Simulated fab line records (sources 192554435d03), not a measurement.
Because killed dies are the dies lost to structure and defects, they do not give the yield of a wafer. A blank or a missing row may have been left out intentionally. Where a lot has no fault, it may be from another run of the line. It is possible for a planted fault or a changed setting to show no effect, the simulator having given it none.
Matching of chambers / flow n5_finfet / N5_HKMG_FIN_HK_ALD_01 on ald_hk-03 has 4 sister chambers
The step deposits HfO2, target thk 1.6 nm, pulse time 3 s, purge time 3 s. 8 wafers are shown with their chamber, then 9 later ones without.

WAFERS, EACH WITH ITS CHAMBER
wafer=L075.2 chamber=3 precursor_pulse_height_rel=0.993
wafer=L077.6 chamber=0 precursor_pulse_height_rel=1.021
wafer=L078.1 chamber=1 precursor_pulse_height_rel=0.998
wafer=L078.5 chamber=3 precursor_pulse_height_rel=1.015
wafer=L078.6 chamber=2 precursor_pulse_height_rel=0.989
wafer=L087.1 chamber=1 precursor_pulse_height_rel=0.981
wafer=L087.2 chamber=0 precursor_pulse_height_rel=0.964
wafer=L087.3 chamber=2 precursor_pulse_height_rel=1.039

WAFERS MISSING THEIR CHAMBER
wafer=L092.2 precursor_pulse_height_rel=1.003
wafer=L092.4 precursor_pulse_height_rel=1.037
wafer=L092.5 precursor_pulse_height_rel=1.001
wafer=L097.1 precursor_pulse_height_rel=1.022
wafer=L097.2 precursor_pulse_height_rel=1.001
wafer=L097.3 precursor_pulse_height_rel=1.022
wafer=L097.4 precursor_pulse_height_rel=0.979
wafer=L097.5 precursor_pulse_height_rel=1.044
wafer=L097.6 precursor_pulse_height_rel=0.998

WHICH CHAMBER EACH ONE RAN IN
wafer=L092.2; from the rows above=can't be placed: 3 or 0 or 2 or 1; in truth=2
wafer=L092.4; from the rows above=can't be placed: 2 or 3 or 0 or 1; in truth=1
wafer=L092.5; from the rows above=can't be placed: 3 or 0 or 1 or 2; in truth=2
wafer=L097.1; from the rows above=can't be placed: 2 or 3 or 0 or 1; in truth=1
wafer=L097.2; from the rows above=can't be placed: 3 or 0 or 1 or 2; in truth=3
wafer=L097.3; from the rows above=can't be placed: 2 or 3 or 0 or 1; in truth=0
wafer=L097.4; from the rows above=can't be placed: 1 or 0 or 3 or 2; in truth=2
wafer=L097.5; from the rows above=can't be placed: 2 or 3 or 0 or 1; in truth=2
wafer=L097.6; from the rows above=can't be placed: 0 or 3 or 1 or 2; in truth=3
Correct placement for 0 of the 9. Can't be placed from these rows: 9 (the true chamber is among the candidates in 9). 0 placed wrongly.
How it was worked out, from the rows above alone: a wafer's distance from a chamber is the root of the sum, over the readings, of the square of ((its reading less the chamber's mean) divided by the reading's scatter). If the next closest chamber is less than 2 further off than the closest, the wafer can't be placed; otherwise it belongs to the closest. A chamber's mean is the mean of its shown wafers. How the scatter is found: for the shown wafers, subtract from each reading the mean of its chamber, square and add these, divide the total by (wafers less chambers), then take the root.
